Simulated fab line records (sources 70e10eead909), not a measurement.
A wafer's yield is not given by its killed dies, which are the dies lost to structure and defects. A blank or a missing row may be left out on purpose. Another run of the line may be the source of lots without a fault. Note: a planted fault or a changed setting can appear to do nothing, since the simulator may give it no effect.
fab line records	flow nand-harc
record lots=7	wafers=21	last-day=24
route steps=1159 shown A_ONON_D1@438 A_CHANNEL_HOLE_D1@450 END@1159
lots that met no fault: taken from a fault-free run of the same line
start-h: start of the lot's first displayed wafer, in hours after the record's first day	wait-h: hours from the lot's prior step to this one	" unchanged from the row above	L1.1+2: a row that stands for several wafers	- either no value or no given start	* or withheld: withheld	< > ~ a bound
route shown NAME@n: a module of which the file shows steps, and the number in the route of the first	usual: mean and standard deviation over wafers with no fault	same: alike in all rows	chamber/n: place in a boat	sites: per-site readings	_std_site: standard deviation of those values	_edge_site: the outer-site mean with the inner-site mean subtracted	radius-mm: how far each site lies from the wafer's centre	mask NAME#n: copy n	behind: tool/chamber where the wafer was last shaped	hold: cause of the lot's hold/its duration in hours/its outcome	device: the transistor (n, p or np) that didn't switch	end of line: the tests these same wafers got at the end of their route	a step with no rows: only its recipe	killed: count of dies lost to structure and defects at first sort (not the wafer's yield)	map: a wafer's dies, x killed, . not, _ none there
set.NAME: the setting that was run; set.NAME@STEP: the one run at that earlier step	model.NAME: the simulator's own value behind a step, which no gauge read
lots at selected steps of the route; one table per step, one row per wafer
services: when a tool's chamber went out of use (start-h, in hours from the record's first day, below 0 if earlier), for how many hours, and the reason
## steps
# step NHARC_A_ONON_D1_DEP_19
# recipe target-thk-a=10000	n2-flow-sccm=2750	n2o-flow-sccm=2000	nh3-flow-sccm=500	sih4-flow-sccm=210	temp-c=400
# step NHARC_A_ONON_D1_THK_MEAS_21
# recipe thk-meas-gauge=ellipsometry
# usual thk-nm=998/9.6
lot.wafer	tool	chamber	start-h	wait-h	thk-nm
L910.2	film-metro-02	-	189.68	-	980
L910.4	"	-	"	"	978
L910.6	"	-	"	"	979
L913.4	film-metro-02	-	204.56	-	1000
L913.5	"	-	"	"	999
L913.6	"	-	"	"	1000
L919.4	film-metro-02	-	258.07	-	1000
L919.5	"	-	"	"	998
L919.6	"	-	"	"	999
L918.1	film-metro-01	-	258.37	-	994
L918.2	"	-	"	"	993
L918.3	"	-	"	"	993
L924.1	film-metro-02	-	268.69	-	986
L924.3	"	-	"	"	985
L924.5	"	-	"	"	985
L927.2	film-metro-01	-	286.44	-	971
L927.3	"	-	"	"	971
L927.5	"	-	"	"	971
L928.1	film-metro-02	-	286.44	-	1011
L928.3	"	-	"	"	1011
L928.5	"	-	"	"	1012
# step NHARC_A_ONON_D1_DEP_22
# recipe target-thk-a=10000	n2-flow-sccm=2750	n2o-flow-sccm=2000	nh3-flow-sccm=500	sih4-flow-sccm=210	temp-c=400
# step NHARC_A_ONON_D1_THK_MEAS_24
# recipe thk-meas-gauge=ellipsometry
# usual thk-nm=1002/11
lot.wafer	tool	chamber	start-h	wait-h	thk-nm
L910.2	film-metro-01	-	190.24	-	1004
L910.4	"	-	"	"	1002
L910.6	"	-	"	"	1002
L913.4	film-metro-02	-	205.12	-	998
L913.5	"	-	"	"	998
L913.6	"	-	"	"	999
L919.4	film-metro-02	-	258.79	-	990
L919.5	"	-	"	"	991
L919.6	"	-	"	"	992
L918.1	film-metro-01	-	259.11	-	1005
L918.2	"	-	"	"	1006
L918.3	"	-	"	"	1004
L924.1	film-metro-01	-	269.26	-	1004
L924.3	"	-	"	"	1005
L924.5	"	-	"	"	1004
L927.2	film-metro-02	-	287.01	-	1005
L927.3	"	-	"	"	1002
L927.5	"	-	"	"	1003
L928.1	film-metro-01	-	287.01	-	983
L928.3	"	-	"	"	984
L928.5	"	-	"	"	982
# step NHARC_A_ONON_D1_DEP_25
# recipe target-thk-a=10000	n2-flow-sccm=2750	n2o-flow-sccm=2000	nh3-flow-sccm=500	sih4-flow-sccm=210	temp-c=400
# step NHARC_A_ONON_D1_THK_MEAS_27
# recipe thk-meas-gauge=ellipsometry
# usual thk-nm=1001/7.3
lot.wafer	tool	chamber	start-h	wait-h	thk-nm
L910.2	film-metro-02	-	190.83	-	1010
L910.4	"	-	"	"	1011
L910.6	"	-	"	"	1010
L913.4	film-metro-02	-	205.69	-	993
L913.5	"	-	"	"	995
L913.6	"	-	"	"	994
L919.4	film-metro-02	-	259.78	-	1004
L919.5	"	-	"	"	1004
L919.6	"	-	"	"	1005
L918.1	film-metro-02	-	259.84	-	997
L918.2	"	-	"	"	998
L918.3	"	-	"	"	997
L924.1	film-metro-01	-	269.82	-	993
L924.3	"	-	"	"	994
L924.5	"	-	"	"	994
L927.2	film-metro-01	-	287.57	-	995
L927.3	"	-	"	"	995
L927.5	"	-	"	"	995
L928.1	film-metro-01	-	287.90	-	999
L928.3	"	-	"	"	1001
L928.5	"	-	"	"	999
# step NHARC_A_ONON_D1_DEP_28
# recipe target-thk-a=10000	n2-flow-sccm=2750	n2o-flow-sccm=2000	nh3-flow-sccm=500	sih4-flow-sccm=210	temp-c=400
# step NHARC_A_ONON_D1_THK_MEAS_30
# recipe thk-meas-gauge=ellipsometry
# usual thk-nm=999/11
lot.wafer	tool	chamber	start-h	wait-h	thk-nm
L910.2	film-metro-02	-	191.39	-	1034
L910.4	"	-	"	"	1035
L910.6	"	-	"	"	1035
L913.4	film-metro-02	-	206.26	-	996
L913.5	"	-	"	"	996
L913.6	"	-	"	"	998
L919.4	film-metro-02	-	260.53	-	989
L919.5	"	-	"	"	988
L919.6	"	-	"	"	987
L918.1	film-metro-01	-	260.83	-	1000
L918.2	"	-	"	"	1001
L918.3	"	-	"	"	1001
L924.1	film-metro-01	-	270.39	-	1012
L924.3	"	-	"	"	1011
L924.5	"	-	"	"	1010
L927.2	film-metro-01	-	288.24	-	993
L927.3	"	-	"	"	992
L927.5	"	-	"	"	993
L928.1	film-metro-02	-	288.47	-	1003
L928.3	"	-	"	"	1002
L928.5	"	-	"	"	1003
# step NHARC_A_ONON_D1_DEP_33
# recipe target-thk-a=2000	temp-c=400	pressure-torr=6.5	rf-w=900	teos-flow-sccm=161.4	flow-sccm=2650	target-thk-nm=200	gas=O2	material=SiO2
# usual heater-power-w=586/120	mfc-precursor-sccm=161.4/0.43	throttle-valve-pct=16.0/0.48
lot.wafer	tool	chamber	start-h	wait-h	heater-power-w	mfc-precursor-sccm	throttle-valve-pct
L910.2	pecvd-03	0	191.49	0.1	430	161.9	15.4
L910.4	"	2	"	"	637	161.1	15.9
L910.6	"	1	"	"	517	161.4	15.7
L913.6	pecvd-01	2	206.45	0.2	604	162.0	15.8
L913.4	"	0	"	"	493	160.8	17.1
L913.5	"	1	"	"	802	161.6	16.9
L919.5	pecvd-02	2	260.72	0.2	652	160.7	16.1
L919.4	"	0	"	"	503	162.0	16.5
L919.6	"	1	"	"	591	161.5	15.6
L918.1	pecvd-01	1	260.97	0.1	896	161.6	16.7
L918.2	"	2	"	"	608	161.6	15.2
L918.3	"	2	"	"	592	162.0	15.3
L924.3	pecvd-02	0	270.44	0.1	592	161.8	16.4
L924.1	"	1	"	"	538	161.4	15.7
L924.5	"	0	"	"	599	162.2	16.5
L927.2	pecvd-02	1	288.34	0.1	448	161.2	15.7
L927.3	"	2	"	"	705	160.8	15.9
L927.5	"	2	"	"	532	161.2	16.1
L928.3	pecvd-02	1	288.57	0.1	545	161.3	15.6
L928.1	"	2	"	"	629	161.5	16.0
L928.5	"	1	"	"	554	161.2	15.6
# step NHARC_A_ONON_D1_THK_MEAS_34
# recipe thk-meas-gauge=ellipsometry
# usual thk-nm=200.6/2.6
lot.wafer	tool	chamber	start-h	wait-h	thk-nm
L910.2	film-metro-02	-	191.86	-	198.5
L910.4	"	-	"	"	201.1
L910.6	"	-	"	"	203.7
L913.4	film-metro-01	-	206.73	-	200.6
L913.5	"	-	"	"	201.4
L913.6	"	-	"	"	204.7
L919.4	film-metro-02	-	260.99	-	200.8
L919.5	"	-	"	"	202.8
L919.6	"	-	"	"	203.0
L918.1	film-metro-02	-	261.52	0.5	198.9
L918.2	"	-	"	"	197.1
L918.3	"	-	"	"	204.5
L924.1	film-metro-02	-	270.86	-	201.0
L924.3	"	-	"	"	198.3
L924.5	"	-	"	"	201.3
L927.2	film-metro-02	-	288.71	-	199.0
L927.3	"	-	"	"	196.6
L927.5	"	-	"	"	202.4
L928.1	film-metro-02	-	288.98	-	195.4
L928.3	"	-	"	"	197.3
L928.5	"	-	"	"	199.5
# step NHARC_A_ONON_D1_INSPECT_32
# usual raw-defect-count=74/25
lot.wafer	tool	chamber	start-h	wait-h	raw-defect-count
L910.2	defect-inspect-01	-	191.92	0.0	69
L910.4	"	-	"	"	34
L910.6	"	-	"	"	80
L913.4	defect-inspect-02	-	206.79	0.0	97
L913.5	"	-	"	"	80
L913.6	"	-	"	"	78
L919.4	defect-inspect-01	-	261.09	0.0	73
L919.5	"	-	"	"	85
L919.6	"	-	"	"	74
L918.1	defect-inspect-02	-	261.58	0.0	57
L918.2	"	-	"	"	55
L918.3	"	-	"	"	43
L924.1	defect-inspect-01	-	270.93	0.1	96
L924.3	"	-	"	"	44
L924.5	"	-	"	"	68
L927.2	defect-inspect-01	-	288.79	0.0	78
L927.3	"	-	"	"	89
L927.5	"	-	"	"	136
L928.1	defect-inspect-02	-	289.06	0.0	61
L928.3	"	-	"	"	46
L928.5	"	-	"	"	88
# step NHARC_A_CHANNEL_HOLE_D1_DEP_00
# recipe target-thk-a=31000	temp-c=400	material=aC
# usual throttle-valve-pct=35.000/0.0096
lot.wafer	tool	chamber	start-h	wait-h	throttle-valve-pct
L910.2	acl-dep-03	0	194.44	2.5	34.997
L910.4	"	0	"	"	35.011
L910.6	"	0	"	"	35.009
L913.4	acl-dep-02	0	207.80	1.0	34.990
L913.5	"	0	"	"	34.994
L913.6	"	0	"	"	34.999
L913.4	acl-dep-02	0	209.93	1.8	35.014
L913.5	"	0	"	"	34.983
L913.6	"	0	"	"	34.999
L919.4	acl-dep-03	0	262.10	1.0	34.993
L919.5	"	0	"	"	35.003
L919.6	"	0	"	"	34.989
L919.4	acl-dep-01	0	264.49	2.1	34.987
L919.5	"	0	"	"	35.004
L919.6	"	0	"	"	35.001
L918.1	acl-dep-03	0	263.04	1.5	35.011
L918.2	"	0	"	"	35.001
L918.3	"	0	"	"	35.000
L918.1	acl-dep-03	0	265.19	1.8	35.007
L918.2	"	0	"	"	34.997
L918.3	"	0	"	"	34.988
L924.1	acl-dep-02	0	272.50	1.6	35.023
L924.3	"	0	"	"	35.001
L924.5	"	0	"	"	35.000
L928.1	acl-dep-02	0	289.13	0.1	34.998
L928.3	"	0	"	"	35.001
L928.5	"	0	"	"	34.992
L927.2	acl-dep-01	0	289.20	0.4	34.994
L927.3	"	0	"	"	34.984
L927.5	"	0	"	"	34.992
# step NHARC_A_CHANNEL_HOLE_D1_DEP_01
# recipe target-thk-a=1400	target-thk-nm=140	temp-c=400	pressure-torr=3.5	flow-sccm=200	rf-w=350	material=SiON
# usual heater-power-w=780/110
lot.wafer	tool	chamber	start-h	wait-h	heater-power-w
L910.2	pecvd-03	0	196.28	1.5	737
L910.4	"	1	"	"	743
L910.6	"	2	"	"	839
L913.6	pecvd-01	0	211.36	0.5	626
L913.4	"	1	"	"	1153
L913.5	"	2	"	"	824
L919.5	pecvd-04	2	265.54	0.4	740
L919.4	"	0	"	"	759
L919.6	"	1	"	"	726
L918.1	pecvd-01	1	267.13	1.6	1016
L918.2	"	2	"	"	720
L918.3	"	2	"	"	735
L924.1	pecvd-03	2	274.42	1.6	802
L924.3	"	1	"	"	730
L924.5	"	1	"	"	697
L927.3	pecvd-03	1	290.93	1.1	744
L927.2	"	0	"	"	714
L927.5	"	1	"	"	711
L928.1	pecvd-01	1	291.05	1.6	1067
L928.3	"	1	"	"	1096
L928.5	"	1	"	"	1114
# step NHARC_END_SORT_01
# recipe temp-c=25
# usual killed-at-array=25/9.8	killed-at-other=0.8/1.1	killed-at-periphery=3.3/2.1	killed-dies=29/10	killed-open=3.3/1.8	killed-short=1.9/1.4
# same gross-dies=677
lot.wafer	tool	chamber	start-h	wait-h	killed-at-array	killed-at-other	killed-at-periphery	killed-dies	killed-open	killed-short
L913.4	prober-02	0	490.61	3.4	675	0	2	677	3	3
L913.5	prober-02	0	491.42	3.7	674	0	3	677	0	1
L913.6	prober-02	0	492.23	4.0	674	0	3	677	3	3
L918.1	prober-01	0	540.44	2.5	675	0	2	677	4	2
L918.2	prober-01	0	541.23	2.8	674	1	2	677	7	3
L918.3	prober-01	0	542.03	3.1	673	0	4	677	2	1
L919.4	prober-01	0	550.60	3.4	675	0	2	677	0	3
L919.5	prober-01	0	551.40	3.7	670	0	7	677	3	4
L919.6	prober-01	0	552.19	4.0	674	0	3	677	4	1
# killed by level:class
L913.4 A_CHANNEL_HOLE_D1:area-dep=661 A_CHANNEL_HOLE_D1:chamber-film-flake=4 A_STAIRCASE:chamber-film-flake=3 A_M0:geometric-particle:open=2 P_GATE:geometric-particle:short=1 P_CONTACT:geometric-particle:open=1 A_CHANNEL_FILL_D1:geometric-particle:short=1 A_WL_FILL:geometric-particle:short=1
L913.5 A_CHANNEL_HOLE_D1:area-dep=654 A_CHANNEL_HOLE_D1:chamber-film-flake=12 P_STI:chamber-film-flake=3 A_ZERO_WELL:chamber-film-flake=2 A_WL_FILL:chamber-film-flake=2 A_CONTACT:chamber-film-flake=2 A_CONTACT:geometric-particle:short=1 A_STAIRCASE:chamber-film-flake=1
L913.6 A_CHANNEL_HOLE_D1:area-dep=653 A_STAIRCASE:chamber-film-flake=8 A_CHANNEL_HOLE_D1:chamber-film-flake=6 A_WL_FILL:chamber-film-flake=2 P_CONTACT:geometric-particle:open=1 P_M1:geometric-particle:short=1 A_CHANNEL_FILL_D1:geometric-particle:open=1 A_STAIRCASE:geometric-particle:short=1
L918.1 A_CHANNEL_HOLE_D1:area-dep=653 A_CHANNEL_HOLE_D1:chamber-film-flake=11 A_STAIRCASE:chamber-film-flake=3 A_CONTACT:chamber-film-flake=2 P_CONTACT:geometric-particle:open=1 A_CHANNEL_FILL_D1:geometric-particle:open=1 A_CHANNEL_FILL_D1:geometric-particle:short=1 A_WL_FILL:geometric-particle:short=1
L918.2 A_CHANNEL_HOLE_D1:area-dep=637 A_CHANNEL_HOLE_D1:chamber-film-flake=21 A_STAIRCASE:chamber-film-flake=5 A_WL_FILL:geometric-particle:short=2 A_WL_FILL:geometric-particle:open=2 A_CONTACT:geometric-particle:open=2 A_CONTACT:chamber-film-flake=2 P_M0:geometric-particle:open=1
L918.3 A_CHANNEL_HOLE_D1:area-dep=651 A_CHANNEL_HOLE_D1:chamber-film-flake=19 P_GATE:chamber-film-flake=3 P_M0:geometric-particle:open=1 A_CONTACT:geometric-particle:short=1 A_CONTACT:geometric-particle:open=1 A_STAIRCASE:chamber-film-flake=1
L919.4 A_CHANNEL_HOLE_D1:area-dep=660 A_CHANNEL_HOLE_D1:chamber-film-flake=4 A_CONTACT:chamber-film-flake=3 A_ZERO_WELL:chamber-film-flake=2 A_STAIRCASE:chamber-film-flake=2 A_CHANNEL_FILL_D1:geometric-particle:short=1 A_CONTACT:geometric-particle:short=1 A_M0:geometric-particle:short=1
L919.5 A_CHANNEL_HOLE_D1:area-dep=658 A_CHANNEL_HOLE_D1:chamber-film-flake=8 P_CONTACT:geometric-particle:short=3 P_CONTACT:geometric-particle:open=2 P_STI:chamber-film-flake=2 A_CONTACT:geometric-particle:short=1 A_CONTACT:geometric-particle:open=1 A_ZERO_WELL:chamber-film-flake=1
L919.6 A_CHANNEL_HOLE_D1:area-dep=660 A_STAIRCASE:chamber-film-flake=3 A_M0:geometric-particle:open=2 A_CHANNEL_HOLE_D1:chamber-film-flake=2 A_CONTACT:chamber-film-flake=2 A_CHANNEL_FILL_D1:geometric-particle:open=1 A_CONTACT:geometric-particle:open=1 A_CONTACT:geometric-particle:short=1
# map L913.4 (x killed, . not)
____________x____________
_________xxxxxxx_________
_______xxxxxxxxxxx_______
______xxxxxxxxxxxxx______
_____xxxxxxxxxxxxxxx_____
____xxxxxxxxxxxxxxxxx____
____xxxxxxxxxxxxxxxxx____
___xxxxxxxxxxxxxxxxxxx___
___xxxxxxxxxxxxxxxxxxx___
__xxxxxxxxxxxxxxxxxxxxx__
__xxxxxxxxxxxxxxxxxxxxx__
_xxxxxxxxxxxxxxxxxxxxxxx_
_xxxxxxxxxxxxxxxxxxxxxxx_
_xxxxxxxxxxxxxxxxxxxxxxx_
_xxxxxxxxxxxxxxxxxxxxxxx_
_xxxxxxxxxxxxxxxxxxxxxxx_
xxxxxxxxxxxxxxxxxxxxxxxxx
xxxxxxxxxxxxxxxxxxxxxxxxx
xxxxxxxxxxxxxxxxxxxxxxxxx
xxxxxxxxxxxxxxxxxxxxxxxxx
xxxxxxxxxxxxxxxxxxxxxxxxx
_xxxxxxxxxxxxxxxxxxxxxxx_
_xxxxxxxxxxxxxxxxxxxxxxx_
_xxxxxxxxxxxxxxxxxxxxxxx_
_xxxxxxxxxxxxxxxxxxxxxxx_
_xxxxxxxxxxxxxxxxxxxxxxx_
__xxxxxxxxxxxxxxxxxxxxx__
__xxxxxxxxxxxxxxxxxxxxx__
___xxxxxxxxxxxxxxxxxxx___
___xxxxxxxxxxxxxxxxxxx___
____xxxxxxxxxxxxxxxxx____
____xxxxxxxxxxxxxxxxx____
_____xxxxxxxxxxxxxxx_____
______xxxxxxxxxxxxx______
_______xxxxxxxxxxx_______
_________xxxxxxx_________
____________x____________
# map L918.1 (x killed, . not)
____________x____________
_________xxxxxxx_________
_______xxxxxxxxxxx_______
______xxxxxxxxxxxxx______
_____xxxxxxxxxxxxxxx_____
____xxxxxxxxxxxxxxxxx____
____xxxxxxxxxxxxxxxxx____
___xxxxxxxxxxxxxxxxxxx___
___xxxxxxxxxxxxxxxxxxx___
__xxxxxxxxxxxxxxxxxxxxx__
__xxxxxxxxxxxxxxxxxxxxx__
_xxxxxxxxxxxxxxxxxxxxxxx_
_xxxxxxxxxxxxxxxxxxxxxxx_
_xxxxxxxxxxxxxxxxxxxxxxx_
_xxxxxxxxxxxxxxxxxxxxxxx_
_xxxxxxxxxxxxxxxxxxxxxxx_
xxxxxxxxxxxxxxxxxxxxxxxxx
xxxxxxxxxxxxxxxxxxxxxxxxx
xxxxxxxxxxxxxxxxxxxxxxxxx
xxxxxxxxxxxxxxxxxxxxxxxxx
xxxxxxxxxxxxxxxxxxxxxxxxx
_xxxxxxxxxxxxxxxxxxxxxxx_
_xxxxxxxxxxxxxxxxxxxxxxx_
_xxxxxxxxxxxxxxxxxxxxxxx_
_xxxxxxxxxxxxxxxxxxxxxxx_
_xxxxxxxxxxxxxxxxxxxxxxx_
__xxxxxxxxxxxxxxxxxxxxx__
__xxxxxxxxxxxxxxxxxxxxx__
___xxxxxxxxxxxxxxxxxxx___
___xxxxxxxxxxxxxxxxxxx___
____xxxxxxxxxxxxxxxxx____
____xxxxxxxxxxxxxxxxx____
_____xxxxxxxxxxxxxxx_____
______xxxxxxxxxxxxx______
_______xxxxxxxxxxx_______
_________xxxxxxx_________
____________x____________
## services
tool	chamber	start-h	hours	kind
acl-dep-02	-	168.86	13.0	pm
pecvd-01	-	178.03	1.0	repair
pecvd-04	-	195.95	13.0	pm
pecvd-04	0	195.95	13.0	vent-cycle
pecvd-04	1	195.95	13.0	vent-cycle
pecvd-04	2	195.95	13.0	vent-cycle
pecvd-04	0	208.95	-	clean
pecvd-04	1	208.95	-	clean
pecvd-04	2	208.95	-	clean
acl-dep-03	-	225.83	13.0	pm
pecvd-01	2	228.91	5.2	repair
pecvd-04	2	229.12	7.9	repair
pecvd-03	0	231.24	10.6	repair
acl-dep-01	-	235.68	1.6	repair
pecvd-01	-	237.14	13.0	pm
pecvd-01	0	237.14	148.2	vent-cycle
pecvd-01	1	237.14	13.0	vent-cycle
pecvd-01	2	237.14	13.0	vent-cycle
pecvd-01	1	250.14	-	clean
pecvd-01	2	250.14	-	clean
pecvd-04	1	286.35	13.8	repair
pecvd-04	-	288.78	0.7	repair
## key
first-sign step=NHARC_A_CHANNEL_HOLE_D1_DEP_00	reading=visit	direction=added
effect step=NHARC_END_SORT_01	reading=killed-at-array	direction=up	sigmas=66	usual=25	struck=674
more-kills-born-at NHARC_A_CHANNEL_HOLE_D1_DEP_00@acl-dep-01=1978	NHARC_A_CHANNEL_HOLE_D1_DEP_00@acl-dep-02=1968	NHARC_A_CHANNEL_HOLE_D1_DEP_00@acl-dep-03=1941
met-at NHARC_A_CHANNEL_HOLE_D1_DEP_00
struck-wafers L913.4,L913.5,L913.6,L918.1,L918.2,L918.3,L919.4,L919.5,L919.6
later-rows-left-out L913.4,L913.5,L913.6,L918.1,L918.2,L918.3,L919.4,L919.5,L919.6
tester-left-out L913,L918,L919
fault kind=repeated-step-whole	tool=acl-dep-01,acl-dep-02,acl-dep-03	chamber=-	onset-h=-	steps=NHARC_A_CHANNEL_HOLE_D1_DEP_00	times=1	scope=struck-lots-only
# tester-left-out: of these lots the tester's yield and bins aren't shown, on N5 and GAA mostly nor the transistor test; their killed dies are dies lost to structure and defects alone, not to doping, threshold or leakage, so they don't give the yield
# later-rows-left-out: the simulator's readings of these wafers behind a module that went badly wrong aren't trusted and aren't shown, but for the sort
